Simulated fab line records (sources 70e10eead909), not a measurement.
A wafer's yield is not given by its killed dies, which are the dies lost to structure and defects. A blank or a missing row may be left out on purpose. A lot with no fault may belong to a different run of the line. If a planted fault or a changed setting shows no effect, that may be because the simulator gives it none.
Matching of chambers :: flow nandHarc :: NHARC_P_M0_PRE_CLEAN_31 on pecvd-02: 3 sister chambers
The step time 12 s. 6 wafers are shown with their chamber, then 8 later ones without.

## EACH WAFER AND ITS CHAMBER
wafer: L991.4
chamber: 2
heaterPowerW (W): 823

wafer: L992.2
chamber: 2
heaterPowerW (W): 750

wafer: L994.2
chamber: 0
heaterPowerW (W): 647

wafer: L995.3
chamber: 1
heaterPowerW (W): 543

wafer: L995.4
chamber: 0
heaterPowerW (W): 636

wafer: L995.5
chamber: 1
heaterPowerW (W): 539

## WAFERS WITH NO CHAMBER GIVEN
wafer: L996.1
heaterPowerW (W): 645

wafer: L996.5
heaterPowerW (W): 650

wafer: L103.2
heaterPowerW (W): 605

wafer: L103.3
heaterPowerW (W): 743

wafer: L103.4
heaterPowerW (W): 628

wafer: L106.1
heaterPowerW (W): 642

wafer: L106.3
heaterPowerW (W): 504

wafer: L106.5
heaterPowerW (W): 655

## THE CHAMBER EACH PASSED THROUGH
wafer: L996.1
from the rows above: 0
in truth: 0

wafer: L996.5
from the rows above: 0
in truth: 0

wafer: L103.2
from the rows above: can't be placed: 0 or 1
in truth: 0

wafer: L103.3
from the rows above: can't be placed: 2 or 0
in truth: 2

wafer: L103.4
from the rows above: 0
in truth: 0

wafer: L106.1
from the rows above: 0
in truth: 0

wafer: L106.3
from the rows above: 1
in truth: 1

wafer: L106.5
from the rows above: 0
in truth: 0
6 of 8 placed correctly. From these rows, 2 cannot be placed; in 2 the true chamber is one of the candidates. 0 placed wrongly.
How it was worked out, from the rows above alone: a wafer's distance from a chamber is the root of the sum, over the readings, of the square of ((its reading less the chamber's mean) divided by the reading's scatter). The wafer belongs to the nearest chamber; if the next one is less than 2 further off, it can't be placed. A chamber's mean is the mean of its shown wafers. The scatter is the square root of a quotient: the sum, over the shown wafers, of each reading's squared deviation from its chamber's mean, divided by wafers minus chambers.
